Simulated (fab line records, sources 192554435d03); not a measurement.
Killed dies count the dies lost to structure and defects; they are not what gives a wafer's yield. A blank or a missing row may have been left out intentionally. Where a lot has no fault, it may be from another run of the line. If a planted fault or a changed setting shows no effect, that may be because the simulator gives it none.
Problem report, 8D (eight disciplines) form, completed by code -- flow n5Finfet -- the parts of the form that need people (team, actions taken, sign-off) are left out

## 1. THE PROBLEM
Wafers without a fault read 0.70 a.u., standard deviation 0.082; oesProductAu at N5_SD_EPI_N_ETCHBACK_44 reads a mean of 0.30 a.u. on 6 wafers belonging to 2 lots. That is -4.9 standard deviations from the usual mean.
The step: etches SiNx in CH3F/O2, stops on SiO2, target depth 14.5 nm.
Earliest sighting: wafer L320.2 on rieDiel-06 at day 6 07:53. The record holds 21 wafers of 7 lots with a number at this step. By rule, "out" or "out of limits" means more than 4 standard deviations away from the usual mean. The rest of the wafers with a number are treated as sound.

## 2. WHAT IT IS, AND WHAT IT ISN'T
question,is,is not
which readings at this step,oesProductAu,"drypumpMotorCurrentA, oes_ar_750_au, rfVppV, showerheadPlenumPTorr, throttleValvePct"
which lots,"L320, L321","L313, L326, L328, L329, L330"
which wafers of those lots,all that have a number,-
read on which tools,rieDiel-06,rieDiel-03
when,from day 6 07:53,"up to then (3 sound wafers); but 12 sound wafers of L326, L328, L329, L330 came after"

## 3. THE SUSPECTS, EACH WITH WHAT RULES IT OUT
Counting: a tool at a process step up to the reading stays a suspect if it ran every lot that is out and no sound lot after the first of them.
- rieDiel-06 at N5_SD_EPI_N_ETCH_35 (etches SOC in N2/H2, overetch 108 nm, time 486 s): ruled out as a lasting fault. Following L320 (day 6 07:34), the first lot on it that is out, the sound lots L328 were run on it.
- rieDiel-06 at N5_SD_EPI_N_ETCHBACK_44 (etches SiNx in CH3F/O2, stops on SiO2, target depth 14.5 nm): ruled out as a lasting fault. Following L320 (day 6 07:53), the first lot on it that is out, the sound lots L328 were run on it.
Left after counting: nothing in the record.

## 4. THE CAUSE (what the simulator had put in)
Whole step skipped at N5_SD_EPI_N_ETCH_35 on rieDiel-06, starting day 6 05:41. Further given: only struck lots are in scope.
Counting ruled it out, wrongly.

## 5. THE EFFECT CHAIN, in route order
Each row: a reading where the mean over the struck wafers with a number is more than 3 standard deviations away from the usual. Readings are gone through only where the record gives a usual standard deviation; hours: the median, over the lots, of the time from a lot's start at the first step in this table giving one to that lot's start at this step; sigmas: the change measured in usual standard deviations.
hours,step,reading,usual,on struck wafers,change,sigmas
0,N5_SD_EPI_N_ETCHBACK_44,oesProductAu,0.70 a.u.,0.30,-0.40,-4.9
225,N5_PASSIVATION_PROBE_49,defectLimitedYield,91.0 %,0.0,-91.0,-70
225,N5_PASSIVATION_PROBE_49,killedAtFrontEnd,40,1101,+1061,+99 or more
225,N5_PASSIVATION_PROBE_49,killedDies,107,1180,+1073,+72
225,N5_PASSIVATION_PROBE_49,killedOnRim,15,152,+137,+30
225,N5_PASSIVATION_PROBE_49,sort_bin_5_function,5.3 %,95.7,+90.4,+99 or more
225,N5_PASSIVATION_PROBE_49,sortNPass,1073,0,-1073,-72
225,N5_PASSIVATION_PROBE_49,sortYieldPct,91.0 %,0.0,-91.0,-70
The process steps in it:
- N5_SD_EPI_N_ETCHBACK_44: etches SiNx in CH3F/O2, stops on SiO2, target depth 14.5 nm.
- N5_PASSIVATION_PROBE_49
Readings that are blank on the struck wafers while sound wafers have them: biasW at N5_SD_EPI_N_ETCH_35; chamberPressureMTorr at N5_SD_EPI_N_ETCH_35; drypumpMotorCurrentA at N5_SD_EPI_N_ETCH_35; oesProductAu at N5_SD_EPI_N_ETCH_35; rfVppV at N5_SD_EPI_N_ETCH_35; showerheadPlenumPTorr at N5_SD_EPI_N_ETCH_35; tempC at N5_SD_EPI_N_ETCH_35; throttleValvePct at N5_SD_EPI_N_ETCH_35.

## 6. WHAT WOULD HAVE CAUGHT IT SOONER
First out-of-limits reading in this record: day 6 07:53, which is 2 hours after fault onset at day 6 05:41.
At N5_SD_EPI_N_ETCH_35 the tool's readings are blank on the struck wafers, where sound wafers have them: an empty tool record is the first sign, and it was there at once.
